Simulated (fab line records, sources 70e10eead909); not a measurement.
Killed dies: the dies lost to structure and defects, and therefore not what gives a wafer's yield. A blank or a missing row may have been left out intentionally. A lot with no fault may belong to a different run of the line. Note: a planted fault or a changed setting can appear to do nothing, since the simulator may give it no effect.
Struck lot and sound lot, side by side :: flow nand-harc :: 14 steps out of a route of 1159
Sound: these wafers, L355.2, L355.5, L355.6. Wafers struck: L368.1, L368.3, L368.6. The cause is named last.
Order at every step that has rows: each side's tool, ch and its chambers, its first start. Under that, the readings that differ: sound wafers :: struck wafers :: difference of the means :: sigmas: that difference in standard deviations of wafers without a fault.
alike: words and numbers the same on both sides, and readings whose means are apart by under 2 such deviations; not compared: readings that were withheld, readings missing a value for some wafer, numbers with overlapping values and no deviation given by the record, and bounds like >300 which may hide the same value.
A row with sigmas, a row that says differs or no value, or rows on one side alone: a step with any of these is where the two part. Numbers that don't overlap but have no deviation are shown without sigmas and don't part them. Lack of a reading on every wafer of one side parts them only where that side has two or more wafers.

NHARC_A_STAIRCASE_ETCH_221: etches the open film in C4F8/O2, target depth 100 nm, time 40.5 s.
  sound on rie-diel-02 ch 0,1,3; struck on rie-diel-04 ch 0,2
reading: oes-product-au (a.u.)
sound: 0.961 0.936 0.960
struck: 0.910 0.911 0.928
difference: -0.036
sigmas: -2
  alike: rf-vpp-V
  not compared: rf-hours-counter-h
NHARC_A_STAIRCASE_TRIM_222: chemistry O2, time 211.2 s.
  sound on rie-diel-02 ch 1,2; struck on rie-diel-04 ch 0,1
  alike: chamber-pressure-mTorr, drypump-motor-current-A, oes-product-au, rf-vpp-V, showerhead-plenum-p-Torr, throttle-valve-pct
  not compared: rf-hours-counter-h
then, 1 step without rows for these wafers: NHARC_A_STAIRCASE_ETCH_223 (etches the open film in C4F8/O2, target depth 100 nm, time 40.5 s).
NHARC_A_STAIRCASE_TRIM_224: chemistry O2, time 211.2 s.
  sound on rie-diel-02 ch 2,3; struck on rie-diel-04 ch 0,1,2
  alike: chamber-pressure-mTorr, drypump-motor-current-A, oes-product-au, rf-vpp-V, showerhead-plenum-p-Torr, throttle-valve-pct
  not compared: rf-hours-counter-h
then, 1 step without rows for these wafers: NHARC_A_STAIRCASE_ETCH_225 (etches the open film in C4F8/O2, target depth 100 nm, time 40.5 s).
NHARC_A_STAIRCASE_TRIM_226: chemistry O2, time 211.2 s.
  sound on rie-diel-02 ch 0,1,3; struck on rie-diel-04 ch 0,3
  alike: chamber-pressure-mTorr, drypump-motor-current-A, oes-product-au, rf-vpp-V, showerhead-plenum-p-Torr, throttle-valve-pct
  not compared: rf-hours-counter-h
then, 2 steps without rows for these wafers: NHARC_A_STAIRCASE_ETCH_227 (etches the open film in C4F8/O2, target depth 100 nm, time 40.5 s); NHARC_A_STAIRCASE_TRIM_229 (chemistry O2, time 211.2 s).
NHARC_A_STAIRCASE_ETCH_230: etches the open film in C4F8/O2, target depth 100 nm, time 40.5 s.
  sound on rie-diel-02 ch 0,3; struck on rie-diel-04 ch 1,2
  alike: oes-product-au, rf-vpp-V
  not compared: rf-hours-counter-h
then, 2 steps without rows for these wafers: NHARC_A_STAIRCASE_TRIM_231 (chemistry O2, time 211.2 s); NHARC_A_STAIRCASE_ETCH_232 (etches the open film in C4F8/O2, target depth 100 nm, time 40.5 s).
NHARC_A_STAIRCASE_TRIM_233: chemistry O2, time 211.2 s.
  sound on rie-diel-02 ch 1,2, day 10 22:23; struck on rie-diel-04 ch 0,1,3, day 14 11:49
  no value came back on the struck wafers for any of 7 readings (bias-w (W), chamber-pressure-mTorr (mTorr) and others); on the sound wafers bias-w (W) reads 0 0 0
  not compared: rf-hours-counter-h
then, 1 step without rows for these wafers: NHARC_A_STAIRCASE_ETCH_234 (etches the open film in C4F8/O2, target depth 100 nm, time 40.5 s).
-- break in the record here, with 8 days between the starts of the struck wafers on either side (left off in module A_STAIRCASE, picked up again in module END, where the first step shown is number 1159 on the route) --
NHARC_END_SORT_01:
  sound on prober-01 ch 0, day 20 04:03; struck on prober-02 ch 0, day 22 03:28
reading: killed-at-array
sound: 18 19 23
struck: 673 671 667
difference: +650
sigmas: +71

reading: killed-dies
sound: 25 27 27
struck: 677 677 677
difference: +651
sigmas: +67
  alike: killed-at-other, killed-at-periphery, killed-open, killed-short

WHERE THEY PART
First at NHARC_A_STAIRCASE_ETCH_221; last, within this record, at NHARC_END_SORT_01.

WHY: the cause the simulator had injected
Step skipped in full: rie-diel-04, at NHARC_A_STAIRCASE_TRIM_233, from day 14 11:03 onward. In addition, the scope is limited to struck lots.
